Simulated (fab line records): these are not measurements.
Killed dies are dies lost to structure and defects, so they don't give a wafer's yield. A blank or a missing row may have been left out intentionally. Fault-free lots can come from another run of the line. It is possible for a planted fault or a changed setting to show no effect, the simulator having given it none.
A struck lot beside a sound one | flow nandHarc | 15 steps out of a route of 1159
Sound: these wafers, L551.2, L551.5, L551.6. Struck: wafer L567.6; the same lot's L567.3 was not struck, so it is left out; see the end for the cause.
Order at every step that has rows: each side's tool, ch and its chambers, its first start. Under that, the readings that differ: sound wafers | struck wafers | difference of the means | sigmas: that difference in standard deviations of wafers without a fault.
alike: readings with means less than 2 such deviations apart, plus words and numbers identical on both sides. not compared: withheld readings, readings lacking a value on some wafer, bounds such as >300 that could conceal the same value, and numbers that have no deviation in the record and whose values overlap.
Wherever a step has rows on one side only, a row that says differs or no value, or a row with sigmas, the two part there. Non-overlapping numbers with no deviation appear without sigmas and do not part them. Lack of a reading on every wafer of one side parts them only where that side has two or more wafers.

first, 4 steps without rows for these wafers: NHARC_P_CONTACT_EBR_08; NHARC_P_CONTACT_EXPOSE_09 (exposes mask P CA, target cd 90 nm); NHARC_P_CONTACT_PEB_10 (peb time 65 s); NHARC_P_CONTACT_DEVELOP_11 (develop time 35 s).
NHARC_P_CONTACT_CD_MEAS_12: target cd 90 nm.
  sound on cdSem-02 ch 0, day 5 07:21; struck on cdSem-02 ch 0, day 9 17:33
  alike: cdNm
NHARC_P_CONTACT_OVL_MEAS_13:
  sound: overlay-02 at day 5 07:27; struck: overlay-02 at day 9 17:38
reading         | sound       | struck | difference | sigmas
overlayXNm (nm) | 1.1 0.8 0.5 | -1.0   | -1.8       | -2
  alike: overlayYNm
NHARC_P_CONTACT_INSPECT_14:
  sound: defectInspect-01 at day 5 07:29; struck: defectInspect-02 at day 9 17:41
  alike: rawDefectCount
NHARC_P_CONTACT_DESCUM_17: chemistry O2, time 3 s.
  sound on rieDiel-11 ch 2,3, day 5 07:34; struck on rieDiel-07 ch 3, day 9 17:46
  alike: drypumpMotorCurrentA, mfcArSccm, oesProductAu, rfVppV, showerheadPlenumPTorr, throttleValvePct
  not compared: rfHoursCounterH
NHARC_P_CONTACT_ETCH_35: etches the open film in CF4, target depth 39 nm, time 65 s.
  sound on rieDiel-11 ch 2,3, day 5 07:39; struck on rieDiel-07 ch 2, day 9 17:51
  alike: drypumpMotorCurrentA, mfcArSccm, oesProductAu, rfVppV, runLengthS, showerheadPlenumPTorr, throttleValvePct
  not compared: rfHoursCounterH
NHARC_P_CONTACT_ETCH_36: etches the open film in N2/H2, target depth 260 nm, time 406.25 s.
  sound on rieDiel-11 ch 2,3; struck on rieDiel-07 ch 2
reading        | sound             | struck | difference | sigmas
runLengthS (s) | 426.8 427.1 427.9 | 428.1  | +0.8       | +2
  alike: drypumpMotorCurrentA, mfcArSccm, oesProductAu, rfVppV, showerheadPlenumPTorr, throttleValvePct
  not compared: rfHoursCounterH
NHARC_P_CONTACT_ETCH_18: etches the open film in C4F8/O2/Ar, target depth 481 nm, time 240.5 s.
  sound on rieDiel-11 ch 0,2,3; struck on rieDiel-07 ch 0
  alike: oesProductAu, rfVppV, runLengthS
  not compared: rfHoursCounterH
then, 1 step without rows for these wafers: NHARC_P_CONTACT_STRIP_37 (strips in C4F8/O2/Ar).
NHARC_P_CONTACT_ETCH_31: etches the open film in CH3F/O2, target depth 30 nm, time 85.7 s.
  sound on rieDiel-11 ch 0,3, day 5 08:27; struck on rieDiel-07 ch 0, day 9 18:31
reading        | sound             | struck | difference | sigmas
runLengthS (s) | 107.4 107.3 107.1 | 59.5   | -47.8      | -99 or more
  alike: drypumpMotorCurrentA, mfcArSccm, oesProductAu, rfVppV, showerheadPlenumPTorr, throttleValvePct
  not compared: rfHoursCounterH
NHARC_P_CONTACT_CD_MEAS_19:
  sound: cdSem-01 at day 5 08:34; struck: cdSem-02 at day 9 18:38
  alike: cdNm
-- the record jumps here: 14 days lie between the struck wafers' starts before and after (it left off in module P_CONTACT and takes up again in module END, whose first step shown is number 1159 of the route) --
NHARC_END_SORT_01:
  the record has rows for the struck wafers here (prober-01 ch 0, day 23 23:40) and none for the sound ones

## WHERE THEY PART
Earliest at NHARC_P_CONTACT_OVL_MEAS_13; latest, in this record, at NHARC_END_SORT_01.

WHY: whatever the simulator had introduced
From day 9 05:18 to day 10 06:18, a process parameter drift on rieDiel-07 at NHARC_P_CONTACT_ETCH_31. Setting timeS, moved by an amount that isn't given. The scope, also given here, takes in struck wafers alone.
